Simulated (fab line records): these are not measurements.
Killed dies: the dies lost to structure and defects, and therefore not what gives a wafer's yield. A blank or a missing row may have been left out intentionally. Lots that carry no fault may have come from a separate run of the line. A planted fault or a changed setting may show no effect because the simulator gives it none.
The same fault as seen by 2 desks	flow n5-finfet	numbers are kept per desk, each desk with only its own; the story behind them comes last

## FROM THE METROLOGY DESK
Lot by lot, what the gauges showed, no matter which tool ran the lot: averages of those sampled wafers that carry a number. If a lot's mean is further than 4 standard deviations from the usual mean, the lot is out of limits and carries the mark OUT (the distance appears in the brackets). Of its 12 readings 7 are shown: those that lie furthest out on some lot.
Columns: A = DIBL_P at N5_BEOL_M4_RC_MEAS_101, usual 37.4 mV/V; B = IOFF_N at N5_BEOL_M4_RC_MEAS_101, usual 0.18 nA/um; C = IOFF_P at N5_BEOL_M4_RC_MEAS_101, usual 0.25 nA/um; D = ION_N at N5_BEOL_M4_RC_MEAS_101, usual 679 uA/um; E = ION_P at N5_BEOL_M4_RC_MEAS_101, usual 468 uA/um; F = VT_N at N5_BEOL_M4_RC_MEAS_101, usual 248 mV; G = VT_P at N5_BEOL_M4_RC_MEAS_101, usual -248 mV
lot	first seen here	A	B	C	D	E	F	G
L150	day 8 21:00	37.4	0.18	0.26	681	467	251	-245
L155	day 10 01:29	39.0	0.19	0.25	685	474	250	-248
L158	day 11 01:54	40.3	0.21	0.32	684	476	246	-242
L159	day 11 20:11	35.9	0.15	0.22	661	464	254	-248
L161	day 11 21:59	38.3	0.23	0.30	688	473	245	-244
L168	day 13 12:13	37.8	0.17	0.23	681	467	249	-248
L169	day 13 13:08	35.3	0.17	0.26	678	476	251	-246
Result from this desk: across the 7 lots, nothing is out of limits.

## DESK OF THE TOOL OWNER: pecvd-01
The tool's own readings at N5_BEOL_M4_DEP_57 (deposits SiCN from 3MS/NH3, target thk 8 nm, time 14 s): means of the sampled wafers that have a number, for each lot that ran on this tool. If a lot's mean is further than 4 standard deviations from the usual mean, the lot is out of limits and carries the mark OUT (the distance appears in the brackets).
Columns: A = showerhead-plenum-p-Torr at N5_BEOL_M4_DEP_57, usual 3.670 Torr; B = throttle-valve-pct at N5_BEOL_M4_DEP_57, usual 9.2 %
lot	first seen here	A	B
L150	day 8 21:26	3.669	9.7
L155	day 10 01:44	3.682	9.8
L158	day 11 02:19	3.670	9.0
L159	day 11 20:22	3.673	10.0
L161	day 11 22:11	3.686	9.1
Result from this desk: across the 5 lots, nothing is out of limits.

## BROUGHT TOGETHER
From the metrology desk's view, nothing was out of limits.
The desk of the tool owner found nothing out of limits.

## WHAT HAD BEEN PUT IN BY THE SIMULATOR
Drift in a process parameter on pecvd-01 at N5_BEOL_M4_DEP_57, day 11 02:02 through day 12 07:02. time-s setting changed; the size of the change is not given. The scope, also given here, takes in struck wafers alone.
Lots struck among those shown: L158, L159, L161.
